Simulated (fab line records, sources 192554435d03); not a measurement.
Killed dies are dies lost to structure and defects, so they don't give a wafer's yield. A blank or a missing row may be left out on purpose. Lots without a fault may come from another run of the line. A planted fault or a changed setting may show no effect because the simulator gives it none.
Chamber matching | flow n5_finfet | N5_HKMG_FIN_CMP_23 on cmp-01: 4 sister chambers
The step polishes, stops on SiNx, t overpolish 10 s, target thk 46.326 nm. 20 wafers are shown with their chamber, then 10 later ones without.

WAFERS WITH THEIR CHAMBER
wafer  | chamber | motor_current_A (A) | time_to_endpoint_s (s) | overpolish_run_s (s)
L078.2 | 3       | 12.4                | 14.6                   | 10.015
L078.3 | 2       | 12.7                | 9.4                    | 9.994
L078.4 | 1       | 13.6                | 7.6                    | 10.008
L078.1 | 0       | 15.3                | 11.3                   | 10.004
L078.5 | 1       | 13.4                | 8.5                    | 9.986
L078.6 | 2       | 12.5                | 11.3                   | 9.990
L081.1 | 0       | 14.8                | 8.2                    | 9.993
L081.3 | 3       | 12.4                | 12.3                   | 10.000
L081.5 | 1       | 13.0                | 8.5                    | 9.996
L082.2 | 1       | 13.2                | 9.1                    | 10.012
L082.3 | 2       | 11.6                | 10.3                   | 9.999
L082.5 | 2       | 12.2                | 12.3                   | 9.979
L083.2 | 1       | 12.8                | 12.0                   | 10.015
L083.3 | 3       | 11.9                | 14.4                   | 9.981
L083.6 | 0       | 14.6                | 10.8                   | 10.010
L084.1 | 1       | 13.1                | 9.5                    | 9.994
L084.5 | 3       | 12.0                | 12.4                   | 10.012
L084.6 | 0       | 15.4                | 9.7                    | 10.001
L087.2 | 0       | 15.5                | 9.4                    | 10.009
L087.3 | 3       | 12.7                | 14.8                   | 10.003

SIGNATURES (means of the wafers above)
reading            | chamber 0 | chamber 1 | chamber 2 | chamber 3 | scatter within a chamber
motor_current_A    | 15.120    | 13.183    | 12.250    | 12.280    | 0.367
time_to_endpoint_s | 9.880     | 9.200     | 10.825    | 13.700    | 1.33
overpolish_run_s   | 10.00340  | 10.00183  | 9.99050   | 10.00220  | 0.0106
Rule: a wafer's distance from a chamber is the root of the sum, over the readings, of the square of ((its reading less the chamber's mean) divided by the reading's scatter). The wafer belongs to the nearest chamber; if the next one is less than 2 further off, it can't be placed. The scatter: the root of (the sum of the squares of (reading less its chamber's mean) over the shown wafers, divided by (wafers less chambers)).

WAFERS WITHOUT THEIR CHAMBER
wafer  | motor_current_A (A) | time_to_endpoint_s (s) | overpolish_run_s (s)
L087.5 | 12.3                | 12.2                   | 9.997
L089.1 | 12.1                | 12.4                   | 10.007
L089.2 | 15.1                | 11.4                   | 9.986
L089.3 | 12.9                | 9.2                    | 10.011
L090.1 | 12.0                | 12.8                   | 10.002
L090.5 | 15.4                | 14.7                   | 10.005
L090.6 | 12.8                | 10.4                   | 10.019
L095.1 | 11.8                | 15.2                   | 9.994
L095.2 | 11.9                | 10.8                   | 10.011
L095.4 | 12.5                | 11.0                   | 9.995

WHICH CHAMBER EACH WENT THROUGH
wafer  | from the rows above          | in truth
L087.5 | can't be placed: 2 or 3      | 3
L089.1 | can't be placed: 3 or 2      | 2
L089.2 | 0                            | 0
L089.3 | can't be placed: 1 or 2      | 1
L090.1 | can't be placed: 3 or 2      | 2
L090.5 | 0                            | 0
L090.6 | can't be placed: 1 or 2 or 3 | 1
L095.1 | can't be placed: 3 or 2      | 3
L095.2 | can't be placed: 2 or 3 or 1 | 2
L095.4 | can't be placed: 2 or 3 or 1 | 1
Placed correctly: 2 of 10. Can't be placed from these rows: 8 (the true chamber is among the candidates in 8). Placed wrongly: 0.
